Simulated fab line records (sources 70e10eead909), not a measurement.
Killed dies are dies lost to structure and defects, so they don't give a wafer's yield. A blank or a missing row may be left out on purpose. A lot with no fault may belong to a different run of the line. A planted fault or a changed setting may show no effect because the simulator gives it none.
Struck lot and sound lot, side by side	flow nand_harc	38 out of 1302 route steps
Sound: the wafers L383.1, L383.2, L383.4. Struck: wafer L389.4 (L389.1, L389.3, from the same lot, were not struck and are left out); the cause is given at the end.
Per side, at each step with rows, come the tool, then ch with its chambers, and then its first start. Under that, the readings that differ: sound wafers	struck wafers	difference of the means	sigmas: that difference in standard deviations of wafers without a fault.
alike: same words and numbers on both sides, and readings whose means sit less than 2 such deviations apart. not compared: any withheld reading, any reading some wafer has no value for, any bound like >300 that may hide the same value, and any number with overlapping values for which the record gives no deviation.
The two part at a step that has a row with sigmas, a row that says differs or no value, or rows on one side only. Numbers that don't overlap but have no deviation are shown without sigmas and don't part them. A reading missing from all wafers of one side parts the sides only when that side holds two or more wafers.

first, 10 steps without rows for these wafers: NHARC_A_CHANNEL_HOLE_D2_DEP_00 (deposits aC, target thk 3100 nm); NHARC_A_CHANNEL_HOLE_D2_DEP_01 (deposits SiON, target thk 140 nm); NHARC_A_CHANNEL_HOLE_D2_DEHYDRATE_02 (time 120 s); NHARC_A_CHANNEL_HOLE_D2_HMDS_03 (time 30 s); NHARC_A_CHANNEL_HOLE_D2_COAT_36 (time 75 s); NHARC_A_CHANNEL_HOLE_D2_COAT_37 (time 65 s); NHARC_A_CHANNEL_HOLE_D2_COAT_04 (resist thk 90 nm); NHARC_A_CHANNEL_HOLE_D2_SOFTBAKE_05 (time 55 s); NHARC_A_CHANNEL_HOLE_D2_EBR_06; NHARC_A_CHANNEL_HOLE_D2_EXPOSE_07 (exposes mask HOLE D2, target cd 100 nm).
NHARC_A_CHANNEL_HOLE_D2_PEB_08: peb time 65 s.
  sound on litho_track-01 ch 0, day 18 00:25; struck on litho_track-01 ch 0, day 20 06:41
reading	sound	struck	difference	sigmas
heater_power_total_W (W)	156.2 156.6 157.2	188.9	+32.2	+79
  alike: resist_line_temp_C
then, 1 step without rows for these wafers: NHARC_A_CHANNEL_HOLE_D2_DEVELOP_09 (develop time 35 s).
NHARC_A_CHANNEL_HOLE_D2_CD_MEAS_10 targets a cd of 100 nm.
  sound on cd_sem-01 ch 0, day 18 00:30; struck on cd_sem-02 ch 0, day 20 06:46
reading	sound	struck	difference	sigmas
cd_nm (nm)	99.9 100.3 100.1	90.7	-9.4	-18
NHARC_A_CHANNEL_HOLE_D2_DESCUM_15: chemistry O2, time 3 s.
  sound on rie_diel-12 ch 0,1,3, day 18 00:41; struck on rie_diel-05 ch 3, day 20 06:57
reading	sound	struck	difference	sigmas
rf_hours_counter_h (h)	6.5 5.9 6.3	3.1	-3.1	
model.A_CHANNEL_HOLE_D2.cd_nm (nm)	99.83 99.17 99.99	90.76	-8.90	
  alike: drypump_motor_current_A, oes_product_au, rf_vpp_V, showerhead_plenum_p_Torr, throttle_valve_pct
then, 16 steps without rows for these wafers: NHARC_A_CHANNEL_HOLE_D2_ETCH_38 (etches the open film in CF4, target depth 39 nm, time 65 s); NHARC_A_CHANNEL_HOLE_D2_ETCH_39 (etches the open film in N2/H2, target depth 260 nm, time 325 s); NHARC_A_CHANNEL_HOLE_D2_ETCH_34 (etches the open film in CF4/CHF3, target depth 154 nm, time 77 s); NHARC_A_CHANNEL_HOLE_D2_ETCH_16 (etches the open film in O2/COS, target depth 3100 nm, time 806 s); NHARC_A_CHANNEL_HOLE_D2_ETCH_19 (etches the open film in C4F8/O2/Ar, time 34.5 s); NHARC_A_CHANNEL_HOLE_D2_ETCH_20 (etches the open film in C4F8/O2/Ar, time 361.9 s, target depth 1600 nm); NHARC_A_CHANNEL_HOLE_D2_ETCH_21 (etches the open film in C4F8/O2/Ar, time 514.3 s, target depth 1600 nm); NHARC_A_CHANNEL_HOLE_D2_ETCH_22 (etches the open film in C4F8/O2/Ar, time 666.7 s, target depth 1600 nm); NHARC_A_CHANNEL_HOLE_D2_ETCH_23 (etches the open film in C4F8/O2/Ar, time 819 s, target depth 1600 nm); NHARC_A_CHANNEL_HOLE_D2_ETCH_24 (etches the open film in C4F8/O2/Ar, time 906.2 s, target depth 1500 nm); NHARC_A_CHANNEL_HOLE_D2_ETCH_25 (etches the open film in C4F8/O2/Ar, time 1040.2 s, target depth 1500 nm); NHARC_A_CHANNEL_HOLE_D2_ETCH_26 (etches the open film in C4F8/O2/Ar, time 224.1 s, target depth 300 nm); NHARC_A_CHANNEL_HOLE_D2_ETCH_27 (etches the open film in C4F8/O2/Ar, time 90 s, target depth 400 nm); NHARC_A_CHANNEL_HOLE_D2_STRIP_41 (strips in N2/H2); NHARC_A_CHANNEL_HOLE_D2_STRIP_42 (strips in CF4/CHF3); NHARC_A_CHANNEL_HOLE_D2_STRIP_43 (strips in O2/COS).
NHARC_A_CHANNEL_HOLE_D2_ETCH_44: etches the open film in CF4/O2, target depth 140 nm, overetch 14 nm, time 77 s.
  sound on rie_diel-05 ch 0,1,3, day 18 09:13; struck on rie_diel-12 ch 2, day 20 15:21
reading	sound	struck	difference	sigmas
rf_hours_counter_h (h)	0 0 0	1	+1	
model.A_CHANNEL_HOLE_D2.cd_nm (nm)	90.03 90.78 91.16	78.13	-12.53	
  alike: drypump_motor_current_A, oes_product_au, rf_vpp_V, showerhead_plenum_p_Torr, throttle_valve_pct
then, 3 steps without rows for these wafers: NHARC_A_CHANNEL_HOLE_D2_STRIP_28 (strips in O2); NHARC_A_CHANNEL_HOLE_D2_PRECLEAN_29 (cleans in SC1); NHARC_A_CHANNEL_HOLE_D2_SRD_30.
NHARC_A_CHANNEL_HOLE_D2_CD_MEAS_31:
  sound on cd_sem-03, day 18 10:01; struck on cd_sem-01, day 20 16:09
reading	sound	struck	difference	sigmas
cd_nm (nm)	89.5 90.3 91.1	78.8	-11.5	-9
NHARC_A_CHANNEL_HOLE_D2_XSEM_32:
  sound on xsem-02 ch 0, day 18 10:06; struck on xsem-02 ch 0, day 20 16:14
reading	sound	struck	difference	sigmas
bot_cd_nm (nm)	74.4 74.8 75.9	63.6	-11.4	-8
  alike: bow_nm, tilt_deg
-- jump in the record: it breaks off in module A_CHANNEL_HOLE_D2 and resumes in module END (first step shown: number 1301 of the route), and 11 days separate the struck wafers' starts before and after --
NHARC_END_WLT_00:
  sound on prober-02, day 29 16:29; struck on prober-01, day 31 20:56
reading	sound	struck	difference	sigmas
VT_DECK1_BOTTOM	0.868 0.866 0.862	0.849	-0.016	-2
VT_DECK1_MEDIAN_NEAR_BOTTOM	0.880 0.867 0.868	0.854	-0.018	-2
VT_DECK1_MIDDLE	0.888 0.882 0.876	0.869	-0.013	-2
VT_DECK2_BOTTOM	0.863 0.877 0.878	0.833	-0.040	-5
VT_DECK2_BOTTOM_INNER	0.871 0.868 0.883	0.833	-0.041	-5
VT_DECK2_MEDIAN_NEAR_BOTTOM	0.869 0.874 0.884	0.832	-0.044	-6
VT_DECK2_MEDIAN_NEAR_BOTTOM_INNER	0.863 0.869 0.874	0.843	-0.026	-3
VT_DECK2_MIDDLE	0.878 0.887 0.882	0.856	-0.026	-4
VT_DECK2_MIDDLE_INNER	0.887 0.887 0.882	0.852	-0.033	-4
VT_DECK2_TOP	0.890 0.894 0.901	0.872	-0.023	-3
VT_DECK2_TOP_INNER	0.891 0.897 0.890	0.868	-0.025	-3
  alike: VT_DECK1_BOTTOM_INNER, VT_DECK1_MEDIAN_NEAR_BOTTOM_INNER, VT_DECK1_MIDDLE_INNER, VT_DECK1_TOP, VT_DECK1_TOP_INNER
NHARC_END_SORT_01:
  sound on prober-02 ch 0, day 29 19:29; struck on prober-01 ch 0, day 32 01:19
reading	sound	struck	difference	sigmas
killed_at_array	46 33 36	97	+59	+3
killed_dies	49 38 42	104	+61	+3
  alike: killed_at_other, killed_at_periphery, killed_open, killed_short

## WHERE THEY PART
First at NHARC_A_CHANNEL_HOLE_D2_PEB_08; last, within this record, at NHARC_END_SORT_01.

WHY: what the simulator had put in
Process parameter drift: litho_track-01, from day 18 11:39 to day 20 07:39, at NHARC_A_CHANNEL_HOLE_D2_PEB_08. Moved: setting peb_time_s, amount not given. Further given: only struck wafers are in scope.
